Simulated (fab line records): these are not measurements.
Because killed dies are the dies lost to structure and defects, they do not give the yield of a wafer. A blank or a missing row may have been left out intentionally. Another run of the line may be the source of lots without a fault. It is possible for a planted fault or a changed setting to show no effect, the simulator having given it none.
Matching of chambers	flow nand harc	4 sister chambers for NHARC_A_CONTACT_ETCH_92 on rie diel-07
The step etches the open film in CH3F/O2, target depth 40 nm, time 85.7 s. 27 wafers are shown with their chamber, then 12 later ones without.

EACH WAFER AND ITS CHAMBER
wafer	chamber	drypump motor current A (A)	showerhead plenum p Torr (Torr)	rf vpp V (V)
L074.3	0	6.3	2.34	241.6
L074.5	0	6.3	2.35	243.5
L074.6	1	5.9	2.55	246.6
L075.2	0	6.3	2.34	243.1
L075.5	3	5.6	2.58	246.5
L075.6	0	6.3	2.34	243.1
L077.2	3	5.6	2.58	245.7
L077.5	1	5.9	2.55	243.4
L077.6	2	6.1	2.49	245.3
L079.1	1	5.9	2.55	246.8
L079.3	0	6.3	2.34	242.7
L079.5	3	5.6	2.58	246.1
L085.2	1	5.9	2.54	245.0
L085.3	2	6.1	2.49	244.6
L085.4	0	6.3	2.34	241.8
L084.1	0	6.3	2.34	242.2
L084.2	3	5.6	2.58	244.9
L084.4	1	6.0	2.54	246.2
L086.2	0	6.3	2.34	242.3
L086.4	3	5.6	2.58	245.9
L086.5	3	5.6	2.58	245.5
L087.1	2	6.1	2.48	244.7
L087.2	0	6.3	2.34	243.0
L087.3	3	5.6	2.57	245.4
L088.1	1	5.9	2.54	245.9
L088.2	2	6.1	2.48	245.9
L088.3	0	6.3	2.34	244.0

SIGNATURES (averages over the wafers above)
reading	chamber 0	chamber 1	chamber 2	chamber 3	scatter within a chamber
drypump motor current A	6.300	5.917	6.100	5.600	0.019
showerhead plenum p Torr	2.3410	2.5450	2.4850	2.5786	0.0043
rf vpp V	242.730	245.650	245.125	245.714	0.832
Rule: a wafer lies at a distance from a chamber equal to the root of the sum of squares, over the readings, of (its reading less the chamber's mean, divided by the reading's scatter). The wafer belongs to the nearest chamber; if the next one is less than 2 further off, it can't be placed. The scatter is the square root of a quotient: the sum, over the shown wafers, of each reading's squared deviation from its chamber's mean, divided by wafers minus chambers.

WAFERS MISSING THEIR CHAMBER
wafer	drypump motor current A (A)	showerhead plenum p Torr (Torr)	rf vpp V (V)
L090.2	5.9	2.54	245.6
L090.5	5.6	2.57	244.5
L090.6	6.3	2.34	243.3
L091.1	6.3	2.34	242.5
L091.3	5.9	2.54	244.1
L091.5	5.9	2.54	244.7
L092.1	5.6	2.57	245.8
L092.4	5.9	2.54	246.2
L092.6	5.6	2.57	245.7
L097.3	5.9	2.54	246.2
L097.4	6.3	2.33	241.6
L097.6	5.6	2.57	244.8

EACH ONE'S CHAMBER
wafer	from the rows above	in truth
L090.2	1	1
L090.5	3	3
L090.6	0	0
L091.1	0	0
L091.3	1	1
L091.5	1	1
L092.1	3	3
L092.4	1	1
L092.6	3	3
L097.3	1	1
L097.4	0	0
L097.6	3	3
Placed correctly: 12 of 12. Not placeable from these rows: 0. Wrongly placed: 0.
